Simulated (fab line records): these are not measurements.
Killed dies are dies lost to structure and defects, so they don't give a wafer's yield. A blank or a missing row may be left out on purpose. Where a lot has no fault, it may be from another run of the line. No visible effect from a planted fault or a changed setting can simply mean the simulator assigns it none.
One fault seen from 2 desks    flow n5Finfet    every desk sees just its own numbers, and what lay behind them comes last

## FROM THE METROLOGY DESK
Lot by lot, what the gauges showed, no matter which tool ran the lot: averages of those sampled wafers that carry a number. A lot is out of limits, marked OUT, if its mean lies more than 4 standard deviations from the usual mean; the brackets give that distance. Shown here are 7 of its 10 readings, the ones lying furthest out on some lot.
Columns: A = DIBL_N at N5_BEOL_M4_RC_MEAS_101, usual 36.2 mV/V; B = IOFF_N at N5_BEOL_M4_RC_MEAS_101, usual 0.16 nA/um; C = ION_P at N5_BEOL_M4_RC_MEAS_101, usual 463 uA/um; D = SS_N at N5_BEOL_M4_RC_MEAS_101, usual 71.4 mV/dec; E = SS_P at N5_BEOL_M4_RC_MEAS_101, usual 73.2 mV/dec; F = VT_N at N5_BEOL_M4_RC_MEAS_101, usual 250 mV; G = VT_P at N5_BEOL_M4_RC_MEAS_101, usual -250 mV
lot   first seen here  A     B     C    D     E     F    G
L889  day 9 08:23      36.5  0.17  464  71.5  73.0  248  -250
L890  day 10 01:40     35.9  0.14  461  71.4  72.5  252  -253
L905  day 13 06:49     35.4  0.14  461  71.3  73.0  253  -249
L903  day 14 05:29     38.4  0.21  455  72.9  73.9  247  -251
This desk's finding: nothing out of limits on any of the 4 lots.

## AT THE TOOL OWNER'S DESK: lithoTrack-01
The tool's own readings at N5_BEOL_M1_COAT_05 (resist thk 30 nm): means of the sampled wafers that have a number, for each lot that ran on this tool. A lot is out of limits, marked OUT, if its mean lies more than 4 standard deviations from the usual mean; the brackets give that distance.
Columns: A = spinSpeedRpm at N5_BEOL_M1_COAT_05, usual 1500.0 rpm
lot   first seen here  A
L889  day 7 05:35      1418.3 (-89) OUT
L890  day 8 00:37      1419.6 (-87) OUT
L903  day 11 02:38     1499.8
Finding of this desk: L889, L890 out of limits; the first was L889 at day 7 05:35, on spinSpeedRpm at N5_BEOL_M1_COAT_05. L903 stayed within limits.

## BROUGHT TOGETHER
The tool owner's desk had the chance to raise an alarm at day 7 05:35 on L889, L890.
The metrology desk saw nothing out of limits.
The metrology desk holds a record of L889, L890, inside its limits.
Every lot named ran N5_BEOL_M1_COAT_05 on lithoTrack-01.

## WHAT HAD BEEN PUT IN BY THE SIMULATOR
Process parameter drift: lithoTrack-01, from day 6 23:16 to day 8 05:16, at N5_BEOL_M1_COAT_05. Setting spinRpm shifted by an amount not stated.
Lots struck among those shown: L889, L890.
How many hours passed from the start of the fault until each desk's first out-of-limits reading: the tool owner's desk, 6.
